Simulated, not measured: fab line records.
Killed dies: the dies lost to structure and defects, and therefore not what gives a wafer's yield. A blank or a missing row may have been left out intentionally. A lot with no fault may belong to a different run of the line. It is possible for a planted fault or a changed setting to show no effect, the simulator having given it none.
What tool caused it? | flow nand harc | 13 lots, 39 wafers sampled, at 5 steps of a route of 1302

## WHAT EACH GAUGE READ, for each wafer
NHARC_A_CHANNEL_HOLE_D1_CD_MEAS_30. Usual: 90.0 nm for cd nm, sd 1.6.
lot  | measured     | on        | cd nm (nm)     | flag
L553 | day 8 19:17  | cd sem-02 | 88.6 86.9 89.9 |
L554 | day 9 01:05  | cd sem-01 | 88.5 91.5 89.2 |
L555 | day 9 15:58  | cd sem-01 | 95.3 88.3 90.7 |
L560 | day 12 02:57 | cd sem-02 | 91.0 89.9 89.1 |
L563 | day 12 22:48 | cd sem-03 | 85.9 92.0 88.9 |
L566 | day 14 04:36 | cd sem-01 | 89.4 91.8 89.0 |
L568 | day 14 19:22 | cd sem-01 | 89.8 92.1 89.1 |
L567 | day 14 23:02 | cd sem-03 | 89.8 87.6 90.4 |
L572 | day 16 17:31 | cd sem-01 | 92.2 91.1 89.1 |
L573 | day 17 09:47 | cd sem-03 | 87.3 89.5 90.8 |
L574 | day 17 14:05 | cd sem-02 | 90.3 89.8 89.7 |
L575 | day 18 00:02 | cd sem-02 | 89.0 89.7 89.3 |
L576 | day 18 08:46 | cd sem-02 | 90.6 90.6 89.5 |

NHARC_END_SORT_01. Usual: killed at array 55, standard deviation 17; killed at other 0.9, standard deviation 1.2; killed at periphery 3.7, standard deviation 2.5; killed dies 59, standard deviation 18; killed open 3.4, standard deviation 1.9; killed short 2.6, standard deviation 1.6.
lot  | measured     | on        | killed at array | killed at other | killed at periphery | killed dies | killed open | killed short | flag
L553 | day 24 10:16 | prober-01 | 64 55 52        | 1 0 2           | 6 3 1               | 71 58 55    | 7 5 3       | 4 1 5        |
L554 | day 25 04:29 | prober-01 | 49 44 57        | 1 1 0           | 1 3 4               | 51 48 61    | 2 2 3       | 5 4 6        |
L555 | day 24 20:43 | prober-01 | 38 44 35        | 2 1 0           | 8 8 4               | 48 53 39    | 6 1 3       | 4 1 3        |
L560 | day 27 16:14 | prober-01 | 75 81 75        | 1 0 0           | 2 0 2               | 78 81 77    | 2 2 2       | 1 3 2        |
L563 | day 28 17:29 | prober-02 | 37 30 29        | 0 2 0           | 1 5 3               | 38 37 32    | 2 4 3       | 3 4 1        |
L566 | day 29 18:31 | prober-01 | 60 67 55        | 2 3 0           | 2 2 1               | 64 72 56    | 1 6 2       | 0 4 2        |
L568 | day 30 09:46 | prober-02 | 64 42 50        | 0 0 2           | 7 5 13              | 71 47 65    | 5 2 4       | 1 2 2        |
L567 | day 30 10:31 | prober-01 | 50 46 53        | 0 0 0           | 2 7 3               | 52 53 56    | 4 0 5       | 4 3 1        |
L572 | day 32 01:34 | prober-02 | 89 72 82        | 1 0 0           | 5 1 5               | 95 73 87    | 5 0 5       | 8 4 6        |
L573 | day 32 08:37 | prober-01 | 60 28 32        | 0 1 0           | 6 5 2               | 66 34 34    | 4 1 2       | 1 2 1        |
L574 | day 33 10:50 | prober-02 | 31 40 35        | 2 2 4           | 5 1 2               | 38 43 41    | 5 4 4       | 2 0 3        |
L575 | day 33 13:16 | prober-01 | 66 70 69        | 1 1 0           | 3 3 5               | 70 74 74    | 4 3 4       | 3 2 5        |
L576 | day 34 06:31 | prober-01 | 30 34 47        | 0 1 0           | 2 1 1               | 32 36 48    | 3 3 2       | 3 3 4        |

## WHAT TOOL EACH LOT RAN ON (gives the tool, then ch and the chambers of the sampled wafers, and finally the start)
lot  | NHARC_A_CHANNEL_HOLE_D1_ETCH_23  | NHARC_A_CHANNEL_FILL_D1_ALD_02   | NHARC_A_CHANNEL_FILL_D1_ALD_16
L553 | har etch-01 ch 0,1, day 8 15:11  | ald hk-02 ch 0,2,3, day 8 19:44  | ald hk-03 ch 1,2,3, day 9 07:55
L554 | har etch-02 ch 0,1, day 8 20:59  | ald hk-02 ch 0,1,2, day 9 01:37  | ald hk-03 ch 1,2,3, day 9 13:40
L555 | har etch-01 ch 0,1, day 9 11:49  | ald hk-03 ch 2,3, day 9 16:20    | ald hk-03 ch 0,1,2, day 10 06:00
L560 | har etch-02 ch 0,1, day 11 22:57 | ald hk-01 ch 0,1,3, day 12 03:20 | ald hk-02 ch 1,2, day 12 15:35
L563 | har etch-01 ch 0,1, day 12 18:43 | ald hk-03 ch 1,2,3, day 12 23:18 | ald hk-02 ch 0,1,3, day 13 11:29
L566 | har etch-02 ch 0,1, day 14 00:31 | ald hk-01 ch 0,2, day 14 04:59   | ald hk-03 ch 0,1,2, day 14 17:12
L568 | har etch-01 ch 0,1, day 14 15:24 | ald hk-01 ch 1,2,3, day 14 19:53 | ald hk-02 ch 1,3, day 15 07:55
L567 | har etch-02 ch 0,1, day 14 19:11 | ald hk-02 ch 2,3, day 14 23:29   | ald hk-02 ch 1,2, day 15 11:40
L572 | har etch-02 ch 0,1, day 16 13:31 | ald hk-02 ch 1,2,3, day 16 18:07 | ald hk-01 ch 1,2,3, day 17 06:09
L573 | har etch-01 ch 1, day 17 05:49   | ald hk-01 ch 1,2,3, day 17 10:19 | ald hk-01 ch 0,2, day 17 22:24
L574 | har etch-01 ch 0,1, day 17 09:53 | ald hk-02 ch 0,3, day 17 14:28   | ald hk-01 ch 1,2, day 18 02:41
L575 | har etch-01 ch 0,1, day 17 20:01 | ald hk-01 ch 0,1,2, day 18 00:38 | ald hk-02 ch 0,3, day 18 12:37
L576 | har etch-02 ch 0,1, day 18 04:41 | ald hk-03 ch 0,1,2, day 18 09:11 | ald hk-02 ch 0,1,2, day 18 21:25
- NHARC_A_CHANNEL_HOLE_D1_ETCH_23: etches the open film in C4F8/O2/Ar, time 819 s, target depth 1600 nm.
- NHARC_A_CHANNEL_FILL_D1_ALD_02: deposits SiO2, target thk 6 nm, pulse time 10 s, ald cycles 60.
- NHARC_A_CHANNEL_FILL_D1_ALD_16: deposits SiO2, target thk 1.5 nm, pulse time 10 s, ald cycles 15.

## AS READ BY THE TOOLS THEMSELVES (means over the sampled wafers that have a number; for cases with no such wafer, the mark the record gives instead)
NHARC_A_CHANNEL_HOLE_D1_ETCH_23. Usual: drypump motor current A 6.01 A, standard deviation 0.28; mfc ar sccm 375.1 sccm, standard deviation 1.2; showerhead plenum p Torr 3.69 Torr, standard deviation 0.06; throttle valve pct 32.154 %, standard deviation 0.0088.
lot  | tool        | drypump motor current A (A) | mfc ar sccm (sccm) | showerhead plenum p Torr (Torr) | throttle valve pct (%) | flag
L553 | har etch-01 | 6.18                        | 375.8              | 3.73                            | 32.154                 |
L554 | har etch-02 | 5.95                        | 374.9              | 3.68                            | 32.149                 |
L555 | har etch-01 | 6.18                        | 376.3              | 3.73                            | 32.166                 |
L560 | har etch-02 | 5.96                        | 374.7              | 3.66                            | 32.163                 |
L563 | har etch-01 | 6.18                        | 375.1              | 3.70                            | 32.152                 |
L566 | har etch-02 | 5.97                        | 374.3              | 3.64                            | 32.153                 |
L568 | har etch-01 | 6.18                        | 375.5              | 3.69                            | 32.151                 |
L567 | har etch-02 | 5.95                        | 373.9              | 3.64                            | 32.160                 |
L572 | har etch-02 | 5.77                        | 374.4              | 3.66                            | 32.152                 |
L573 | har etch-01 | 6.18                        | 374.9              | 3.67                            | 32.153                 |
L574 | har etch-01 | 6.19                        | 374.2              | 3.67                            | 32.152                 |
L575 | har etch-01 | 6.19                        | 374.7              | 3.66                            | 32.153                 |
L576 | har etch-02 | 5.95                        | 374.8              | 3.85                            | 32.150                 |

NHARC_A_CHANNEL_FILL_D1_ALD_02. Usual: heater power w 481 W, standard deviation 45; precursor pulse height rel 0.999, standard deviation 0.022.
lot  | tool      | heater power w (W) | precursor pulse height rel | flag
L553 | ald hk-02 | 504                | 1.001                      |
L554 | ald hk-02 | 477                | 0.990                      |
L555 | ald hk-03 | 455                | 1.009                      |
L560 | ald hk-01 | 494                | 0.988                      |
L563 | ald hk-03 | 462                | 1.022                      |
L566 | ald hk-01 | 461                | 1.006                      |
L568 | ald hk-01 | 461                | 1.009                      |
L567 | ald hk-02 | 513                | 0.995                      |
L572 | ald hk-02 | 488                | 1.001                      |
L573 | ald hk-01 | 462                | 0.998                      |
L574 | ald hk-02 | 511                | 1.001                      |
L575 | ald hk-01 | 449                | 0.998                      |
L576 | ald hk-03 | 464                | 1.012                      |

NHARC_A_CHANNEL_FILL_D1_ALD_16. Usual: heater power w 478 W, standard deviation 48; precursor pulse height rel 0.999, standard deviation 0.018.
lot  | tool      | heater power w (W) | precursor pulse height rel | flag
L553 | ald hk-03 | 453                | 1.021                      |
L554 | ald hk-03 | 454                | 1.005                      |
L555 | ald hk-03 | 457                | 0.981                      |
L560 | ald hk-02 | 449                | 1.002                      |
L563 | ald hk-02 | 496                | 1.004                      |
L566 | ald hk-03 | 460                | 1.001                      |
L568 | ald hk-02 | 495                | 1.000                      |
L567 | ald hk-02 | 451                | 0.990                      |
L572 | ald hk-01 | 462                | 1.008                      |
L573 | ald hk-01 | 464                | 1.015                      |
L574 | ald hk-01 | 425                | 1.014                      |
L575 | ald hk-02 | 524                | 0.999                      |
L576 | ald hk-02 | 496                | 0.995                      |

## THE ANSWER, worked out from the rows above alone
Rule: a lot is off if the mean of its wafers that have a number lies more than 3 standard deviations from the usual mean. A lot without any number at a reading at which 4 lots or more have one is off too. Where the step has rows for the other lots, those lots are counted as sound. After the gauges, taken in route order, come the tools' own readings; for these a lot's mean is taken, as printed above. At the first step where some lot is off, the reading lying furthest off is the one used; lots without a number count as furthest.
Nothing can be told from this: no lot is off at any reading shown.

## WHAT WAS PUT IN BY THE SIMULATOR
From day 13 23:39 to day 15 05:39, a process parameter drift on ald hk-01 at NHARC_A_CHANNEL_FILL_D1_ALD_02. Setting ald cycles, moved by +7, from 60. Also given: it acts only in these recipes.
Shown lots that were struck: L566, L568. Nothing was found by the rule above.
